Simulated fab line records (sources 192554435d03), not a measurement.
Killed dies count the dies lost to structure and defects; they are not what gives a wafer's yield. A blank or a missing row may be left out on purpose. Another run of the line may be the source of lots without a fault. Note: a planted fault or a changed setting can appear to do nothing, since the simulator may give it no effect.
Split-lot study ; flow n5_finfet ; on a route of 1938 steps: 7 lots, 21 wafers read

== THE SPLIT ITSELF ==
At N5_BEOL_M13_EXPOSE_25 (exposes mask M13, target cd 210 nm), the setting dose_mj was moved away from the recipe's 22 on 7 of the 21 wafers read, by -7.4% to -2.5%. The other wafers ran this setting at the recipe's value.

== FROM THE SPLIT TO THE READING: what the file shows between them, 3 steps ==
- N5_BEOL_M13_PEB_26: peb time 90 s
- N5_BEOL_M13_DEVELOP_27: develop time 45 s
- N5_BEOL_M13_HARDBAKE_32: time 120 s

== THE READING ==
cd_nm (nm) at N5_BEOL_M13_CD_MEAS_28, where the cd target is 209.5 nm. A value of 209.8 nm with a standard deviation of 1.3 nm is what fault-free wafers of this fab line usually give.

wafer;tool, chamber at the split;dose_mj as run;against the recipe;cd_nm, nm;against lot-mates on the recipe
L075.1;krf_scanner-01, 0;22;recipe;209.6;-
L075.5;krf_scanner-01, 0;22;recipe;209.7;-
L075.6;krf_scanner-01, 0;21.46;-2.5%;208.2;-1.4
L079.2;krf_scanner-01, 0;21.34;-3.0%;206.0;-3.1
L079.4;krf_scanner-01, 0;22;recipe;209.1;-
L079.6;krf_scanner-01, 0;21.34;-3.0%;205.1;-4.0
L078.3;krf_scanner-01, 0;22;recipe;210.1;-
L078.5;krf_scanner-01, 0;22;recipe;208.5;-
L078.6;krf_scanner-01, 0;20.43;-7.1%;203.9;-5.4
L085.1;krf_scanner-02, 0;22;recipe;210.8;-
L085.2;krf_scanner-02, 0;22;recipe;209.2;-
L085.3;krf_scanner-02, 0;22;recipe;207.6;-
L091.3;krf_scanner-02, 0;22;recipe;211.7;-
L091.4;krf_scanner-02, 0;22;recipe;211.1;-
L091.5;krf_scanner-02, 0;20.37;-7.4%;202.8;-8.6
L093.3;krf_scanner-02, 0;20.75;-5.7%;203.2;-6.1
L093.4;krf_scanner-02, 0;22;recipe;209.3;-
L093.5;krf_scanner-02, 0;20.75;-5.7%;203.0;-6.3
L092.2;krf_scanner-01, 0;22;recipe;208.9;-
L092.3;krf_scanner-01, 0;22;recipe;209.3;-
L092.5;krf_scanner-01, 0;22;recipe;211.2;-

FIT RESULTS
A straight line over all 21 wafers: cd_nm changes by +1 nm for each +1% of dose_mj; r = +0.92; the points scatter about the line by 1.1 nm.
The same after taking each lot's own level away (the mean of its wafers on the recipe; 21 wafers): +1.02 nm for each +1%; r = +0.95; scatter 0.93 nm.
On that fit, the largest move of dose_mj shifts the reading by 7.5 nm.
The span of the lots' own levels, 209.10 to 211.40 nm, comes to 1.8 times the standard deviation stated above.
Consequently the slope shifts little with the lot-to-lot level, the two slopes agreeing.
Check: for one of the wafers moved furthest among these (-7.4%), held out of the fit, the line's prediction against its lot-mates is -7.09 nm. It came out at -8.6 nm against them.

== ADDITIONAL SPLITS CARRIED BY THESE WAFERS ==
Note: prior to the reading, these wafers also went through further splits. Each is held against what the fit with the lots' levels taken away leaves over:
other split on the same wafers;wafers away from the commonest value;r with cd_nm (lot level and that fit taken away)
N5_BEOL_M10_ILD_DEP_00 time_s;12;-0.26
N5_BEOL_M10_COAT_05 spin_rpm;3;+0.01
N5_BEOL_M11_COAT_64 spin_rpm;6;-0.14
N5_BEOL_M11_EXPOSE_25 dose_mj;6;-0.25
N5_BEOL_M11_VIA_ETCH_34 time_s;6;+0.22

== THE WHOLE CHAIN: every reading that the file lists as answering this split, in the file's order ==
step;what it does;reading;change (the file's fit);r (the file's)
N5_BEOL_M13_CD_MEAS_28;target cd 209.5 nm;cd_nm;+0.995 nm for each +1% of the setting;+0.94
N5_BEOL_M13_DESCUM_33;chemistry O2, time 7.9 s;BEOL_M13.cd_nm (the simulator's own value, which no gauge read);+1.02 nm for each +1% of the setting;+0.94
N5_BEOL_M13_ETCH_67;etches SiARC in CF4, target depth 143 nm, time 238.3 s;BEOL_M13.cd_nm (the simulator's own value, which no gauge read);+1.07 nm for each +1% of the setting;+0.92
N5_BEOL_M13_ETCH_68;etches SOC in N2/H2, time 355 s;BEOL_M13.cd_nm (the simulator's own value, which no gauge read);+0.969 nm for each +1% of the setting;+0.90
N5_BEOL_M13_TRENCH_ETCH_34;etches SiOC in C4F8/O2/Ar, target depth 413.47 nm, time 162.6 s;BEOL_M13.cd_nm (the simulator's own value, which no gauge read);+0.924 nm for each +1% of the setting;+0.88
N5_BEOL_M13_ETCH_38;etches SiCN in CF4/N2, target depth 67.5 nm, time 71.9 s;BEOL_M13.cd_nm (the simulator's own value, which no gauge read);+0.932 nm for each +1% of the setting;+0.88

== FILE'S OWN FIT ==
cd_nm changes by +0.995 nm for each +1% of dose_mj, r = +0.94.
